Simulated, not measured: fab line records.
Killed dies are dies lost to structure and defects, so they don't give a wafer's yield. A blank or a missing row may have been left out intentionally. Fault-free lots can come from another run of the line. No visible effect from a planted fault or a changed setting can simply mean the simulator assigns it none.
Matching of chambers ; flow nand harc ; NHARC_P_M0_DEP_32 on pecvd-03: 3 sister chambers
The step deposits SiCN, target thk 30 nm. 3 wafers are shown with their chamber, then 12 later ones without.

== WAFERS, EACH WITH ITS CHAMBER ==
wafer;chamber;heater power w (W)
L091.2;0;501
L091.4;2;485
L091.6;1;621

== WAFERS WITHOUT THEIR CHAMBER ==
wafer;heater power w (W)
L093.3;547
L093.5;477
L093.6;592
L094.1;504
L094.4;629
L094.5;510
L096.1;593
L096.3;474
L096.5;474
L097.1;430
L097.3;567
L097.6;434

== EACH ONE'S CHAMBER ==
wafer;from the rows above;in truth
L093.3;can't be placed: 0 or 2 or 1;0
L093.5;can't be placed: 2 or 0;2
L093.6;can't be placed: 1 or 0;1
L094.1;can't be placed: 0 or 2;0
L094.4;1;1
L094.5;can't be placed: 0 or 2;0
L096.1;can't be placed: 1 or 0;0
L096.3;can't be placed: 2 or 0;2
L096.5;can't be placed: 2 or 0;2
L097.1;can't be placed: 2 or 0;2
L097.3;can't be placed: 1 or 0 or 2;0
L097.6;can't be placed: 2 or 0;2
Placed correctly: 1 of 12. Unplaceable from these rows: 11, with the true chamber sitting among the candidates in 11. 0 placed wrongly.
How it was worked out, from the rows above alone: a wafer's distance from a chamber is the root of the sum, over the readings, of the square of ((its reading less the chamber's mean) divided by the reading's scatter). The wafer belongs to the nearest chamber; if the next one is less than 2 further off, it can't be placed. Each chamber's mean is taken over the wafers shown for it. The scatter: with one shown wafer a chamber, the root of the mean of the squares of how far each hidden wafer lies from its nearest shown one.
